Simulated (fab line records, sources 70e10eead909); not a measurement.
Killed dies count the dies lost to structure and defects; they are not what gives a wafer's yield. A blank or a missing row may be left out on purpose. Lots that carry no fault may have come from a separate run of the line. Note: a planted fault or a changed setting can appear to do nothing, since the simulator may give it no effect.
A struck lot beside a sound one + flow nandHarc + 14 steps out of a route of 1302
Sound: these wafers, L473.2, L473.3, L473.4. Struck: wafer L480.6 (left out: L480.2, L480.3 of the same lot, which were not struck); the cause appears at the end.
Each step with rows lists, per side, the tool, then ch with its chambers, then its first start. Under that, the readings that differ: sound wafers + struck wafers + difference of the means + sigmas: that difference in standard deviations of wafers without a fault.
alike: same words and numbers on both sides, and readings whose means sit less than 2 such deviations apart. not compared: any withheld reading, any reading some wafer has no value for, any bound like >300 that may hide the same value, and any number with overlapping values for which the record gives no deviation.
Wherever a step has rows on one side only, a row that says differs or no value, or a row with sigmas, the two part there. Numbers that don't overlap but have no deviation are shown without sigmas and don't part them. A reading that every wafer of one side lacks parts them only if that side has two wafers or more.

NHARC_A_WL_FILL_CVD_03: deposits W, target thk 40 nm, time 279 s.
  sound on cvdW-01 ch 0,1, day 21 18:06; struck on cvdW-02 ch 0, day 24 18:58
| reading               | sound       | struck | difference | sigmas |
|-----------------------|-------------|--------|------------|--------|
| heaterPowerOuterW (W) | 267 263 240 | 223    | -34        | -2     |
  alike: heaterPowerW, throttleValvePct
NHARC_A_WL_FILL_ETCHBACK_04: etches the open film in NF3, target depth 60 nm, time 120 s.
  sound on rieMetal-03 ch 0,1, day 21 18:25; struck on rieMetal-03 ch 1, day 24 19:20
  alike: chamberPressureMTorr, drypumpMotorCurrentA, heBacksideLeakSccm, oesProductAu, runLengthS
  not compared: rfHoursCounterH
then, 1 step without rows for these wafers: NHARC_A_WL_FILL_ETCHBACK_05 (etches the open film in Cl2/BCl3, target depth 22 nm, time 60 s).
NHARC_A_WL_FILL_STRIP_27: strips in N2/H2, time 20 s.
  sound on plasmaAsher-02 ch 0,1, day 21 18:48; struck on plasmaAsher-01 ch 0, day 24 19:43
  alike: drypumpMotorCurrentA, heaterPowerW
  not compared: rfHoursCounterH
then, 4 steps without rows for these wafers: NHARC_A_WL_FILL_STRIP_28 (strips in post etch residue remover, time 1200 s); NHARC_A_WL_FILL_PRECLEAN_06 (cleans in DIW, time 300 s); NHARC_A_WL_FILL_SRD_07; NHARC_A_WL_FILL_ANNEAL_08 (time 1800 s).
NHARC_A_WL_FILL_ALD_10: deposits SiO2, target thk 50 nm, pulse time 10 s, ald cycles 500.
  sound on aldHk-04 ch 0,1,3, day 22 03:24; struck on aldHk-04 ch 0, day 25 05:49
  alike: heaterPowerOuterW, heaterPowerW, precursorPulseHeightRel
then, 1 step without rows for these wafers: NHARC_A_WL_FILL_ETCHBACK_16 (etches the open film in C4F8/O2/Ar, target depth 120 nm, time 24 s).
NHARC_A_WL_FILL_STRIP_29: strips in O2, time 20 s.
  sound on rieDiel-12 ch 0,1,3, day 22 08:08; struck on rieDiel-12 ch 3, day 25 08:29
  alike: chamberPressureMTorr, drypumpMotorCurrentA, oesProductAu, rfVppV, showerheadPlenumPTorr, throttleValvePct
  not compared: rfHoursCounterH
NHARC_A_WL_FILL_ETCHBACK_17: etches the open film in Cl2/BCl3, target depth 4 nm, time 26.7 s.
  sound on rieMetal-03 ch 0,1, day 22 08:14; struck on rieMetal-01 ch 1, day 25 08:36
| reading        | sound          | struck | difference | sigmas |
|----------------|----------------|--------|------------|--------|
| runLengthS (s) | 47.1 47.8 47.1 | 29.9   | -17.4      | -35    |
  alike: chamberPressureMTorr, drypumpMotorCurrentA, heBacksideLeakSccm, oesProductAu
  not compared: rfHoursCounterH
then, 1 step without rows for these wafers: NHARC_A_WL_FILL_PRECLEAN_18 (cleans in dHF, time 30 s).
-- jump in the record: it breaks off in module A_WL_FILL and resumes in module END (first step shown: number 1302 of the route), and 7 days separate the struck wafers' starts before and after --
NHARC_END_SORT_01:
  sound on prober-01 ch 0, day 26 00:50; struck on prober-02 ch 0, day 31 20:55
| reading       | sound    | struck                  | difference                   | sigmas |
|---------------|----------|-------------------------|------------------------------|--------|
| hold          | - - -    | awaitDispo/3.3h/release | no value on the sound wafers |        |
| killedAtArray | 78 75 86 | 670                     | +590                         | +33    |
| killedDies    | 86 80 87 | 677                     | +593                         | +33    |
  alike: killedAtOther, killedAtPeriphery, killedOpen, killedShort

== WHERE THEY PART ==
Last at NHARC_END_SORT_01 as far as this record goes, first at NHARC_A_WL_FILL_CVD_03.

WHY: whatever the simulator had introduced
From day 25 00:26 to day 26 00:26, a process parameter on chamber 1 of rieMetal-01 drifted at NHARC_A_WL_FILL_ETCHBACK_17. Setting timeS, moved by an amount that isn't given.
